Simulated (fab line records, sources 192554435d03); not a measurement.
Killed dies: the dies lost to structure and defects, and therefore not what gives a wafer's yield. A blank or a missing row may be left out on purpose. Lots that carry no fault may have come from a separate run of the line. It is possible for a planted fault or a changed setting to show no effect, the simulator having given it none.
A lot that was struck, set against a sound lot	flow n5 finfet	18 out of 1938 route steps
Sound: the wafers L155.4, L155.5, L155.6. Struck: wafer L167.2; the same lot's L167.3 was not struck, so it is left out; see the end for the cause.
Each step with rows lists, per side, the tool, then ch with its chambers, then its first start. Under that, the readings that differ: sound wafers	struck wafers	difference of the means	sigmas: that difference in standard deviations of wafers without a fault.
alike: readings whose means differ by less than 2 such deviations, and words and numbers that are the same on both sides. not compared: withheld readings, readings that some wafer has no value for, bounds like >300 that may hide the same value, and numbers for which the record gives no deviation and whose values overlap.
Wherever a step has rows on one side only, a row that says differs or no value, or a row with sigmas, the two part there. Non-overlapping numbers with no deviation appear without sigmas and do not part them. A reading that every wafer of one side lacks parts them only if that side has two wafers or more.

N5_BEOL_M2_ANNEAL_82: time 240 s.
  sound: pvd sputter-01 at day 7 19:20; struck: pvd sputter-01 at day 10 22:53
  alike: heater power w, susceptor_temp_C_max
then, 1 step without rows for these wafers: N5_BEOL_M2_SPUTTER_86 (material Cu, target thk 4.5 nm, time 8.29 s).
N5_BEOL_M2_ANNEAL_87: time 240 s.
  sound: pvd sputter-01 at day 7 19:34; struck: pvd sputter-01 at day 10 23:07
  alike: heater power w, susceptor_temp_C_max
then, 2 steps without rows for these wafers: N5_BEOL_M2_SPUTTER_88 (material Cu, target thk 4.5 nm, time 8.29 s); N5_BEOL_M2_ANNEAL_89 (time 240 s).
N5_BEOL_M2_SPUTTER_90: material Cu, target thk 4.5 nm, time 8.29 s.
  sound: pvd sputter-01 at day 7 19:53; struck: pvd sputter-01 at day 10 23:28
  alike: chuck gas flow sccm, chuck sensor temp C, throttle valve pct
N5_BEOL_M2_ANNEAL_91: time 240 s.
  sound: pvd sputter-01 at day 7 20:00; struck: pvd sputter-01 at day 10 23:33
  alike: heater power w, susceptor_temp_C_max
then, 1 step without rows for these wafers: N5_BEOL_M2_SPUTTER_92 (material Cu, target thk 4.5 nm, time 8.29 s).
N5_BEOL_M2_ANNEAL_93: time 240 s.
  sound: pvd sputter-01 at day 7 20:13; struck: pvd sputter-01 at day 10 23:46
  alike: heater power w, susceptor_temp_C_max
then, 3 steps without rows for these wafers: N5_BEOL_M2_SPUTTER_94 (material Cu, target thk 4.5 nm, time 8.29 s); N5_BEOL_M2_ANNEAL_95 (time 240 s); N5_BEOL_M2_SPUTTER_96 (material Cu, target thk 4.5 nm, time 8.29 s).
N5_BEOL_M2_ECD_50: material Cu, target thk 300 nm.
  sound on ecd cu-02 ch 0,1, day 7 20:39; struck on ecd cu-01 ch 1, day 11 00:14
reading	sound	struck	difference	sigmas
model.Cu_of_BEOL_M2_ECD_50.thk nm (nm)	299.8 294.8 295.4	444	+147	
then, 1 step without rows for these wafers: N5_BEOL_M2_ANNEAL_51 (time 90 s).
N5_BEOL_M2_CMP_52: polishes, stops on SiOC, t overpolish 6.8 s, target thk 40 nm.
  sound on cmp-01 ch 1,2, day 7 21:02; struck on cmp-01 ch 1, day 11 00:40
reading	sound	struck	difference	sigmas
time to endpoint s (s)	63 62 65	89	+26	+6
  alike: motor current A
N5_BEOL_M2_THK_MEAS_53: measures by xrf.
  sound: film metro-02 at day 7 21:18; struck: film metro-02 at day 11 00:55
  alike: M2_THK
N5_BEOL_M4_RC_MEAS_101:
  sound on prober-01 ch 0, day 9 03:30; struck on prober-01 ch 0, day 12 02:56
reading	sound	struck	difference	sigmas
IOFF_N (nA/um)	0.27 0.25 0.15	0.13	-0.09	-2
ION_N (uA/um)	674 688 687	650	-33	-2
  alike: DIBL_N, DIBL_P, IOFF_P, ION_P, SS_N, SS_P, VT_N, VT_P
then, 1 step without rows for these wafers: N5_PASSIVATION_PROBE_49.

WHERE THEY PART
Earliest at N5_BEOL_M2_CMP_52; latest, in this record, at N5_BEOL_M4_RC_MEAS_101.

WHY: whatever the simulator had introduced
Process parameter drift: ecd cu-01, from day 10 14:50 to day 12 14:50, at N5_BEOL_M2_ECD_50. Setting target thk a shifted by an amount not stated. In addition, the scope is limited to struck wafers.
